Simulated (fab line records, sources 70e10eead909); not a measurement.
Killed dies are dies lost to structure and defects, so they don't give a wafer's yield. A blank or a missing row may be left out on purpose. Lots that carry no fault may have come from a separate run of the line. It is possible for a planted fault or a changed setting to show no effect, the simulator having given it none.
Matching of chambers / flow nand_harc / pecvd-02 running NHARC_P_M2_DEP_33: 3 sister chambers
The step deposits SiCN, target thk 30 nm. 6 wafers are shown with their chamber, then 9 later ones without.

== EACH WAFER AND ITS CHAMBER ==
wafer=L084.4; chamber=1; heater_power_w (W)=552; susceptor_temp_C (C)=370.05
wafer=L089.2; chamber=2; heater_power_w (W)=588; susceptor_temp_C (C)=370.04
wafer=L089.6; chamber=0; heater_power_w (W)=480; susceptor_temp_C (C)=370.00
wafer=L088.1; chamber=2; heater_power_w (W)=593; susceptor_temp_C (C)=370.31
wafer=L088.3; chamber=1; heater_power_w (W)=605; susceptor_temp_C (C)=369.98
wafer=L088.5; chamber=0; heater_power_w (W)=467; susceptor_temp_C (C)=370.23

== WAFERS WITH NO CHAMBER GIVEN ==
wafer=L092.4; heater_power_w (W)=567; susceptor_temp_C (C)=370.26
wafer=L092.5; heater_power_w (W)=395; susceptor_temp_C (C)=370.12
wafer=L092.6; heater_power_w (W)=624; susceptor_temp_C (C)=369.84
wafer=L094.1; heater_power_w (W)=488; susceptor_temp_C (C)=370.14
wafer=L094.2; heater_power_w (W)=500; susceptor_temp_C (C)=369.61
wafer=L094.3; heater_power_w (W)=517; susceptor_temp_C (C)=370.28
wafer=L096.2; heater_power_w (W)=461; susceptor_temp_C (C)=369.91
wafer=L096.3; heater_power_w (W)=531; susceptor_temp_C (C)=369.98
wafer=L096.4; heater_power_w (W)=471; susceptor_temp_C (C)=370.19

== CHAMBER TAKEN BY EACH ==
wafer=L092.4; from the rows above=can't be placed: 2 or 1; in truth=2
wafer=L092.5; from the rows above=0; in truth=0
wafer=L092.6; from the rows above=can't be placed: 1 or 2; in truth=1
wafer=L094.1; from the rows above=0; in truth=0
wafer=L094.2; from the rows above=can't be placed: 0 or 1 or 2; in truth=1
wafer=L094.3; from the rows above=can't be placed: 0 or 1 or 2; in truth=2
wafer=L096.2; from the rows above=0; in truth=0
wafer=L096.3; from the rows above=can't be placed: 1 or 0 or 2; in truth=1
wafer=L096.4; from the rows above=0; in truth=0
4 of 9 placed correctly. Unplaceable from these rows: 5, with the true chamber sitting among the candidates in 5. Wrongly placed: 0.
How it was worked out, from the rows above alone: a wafer's distance from a chamber is the root of the sum, over the readings, of the square of ((its reading less the chamber's mean) divided by the reading's scatter). If the next closest chamber is less than 2 further off than the closest, the wafer can't be placed; otherwise it belongs to the closest. The mean given for a chamber averages the wafers shown for that chamber. The scatter: take each reading less its chamber's mean, square it, sum over the shown wafers, divide by the number of wafers less the number of chambers, and take the root.
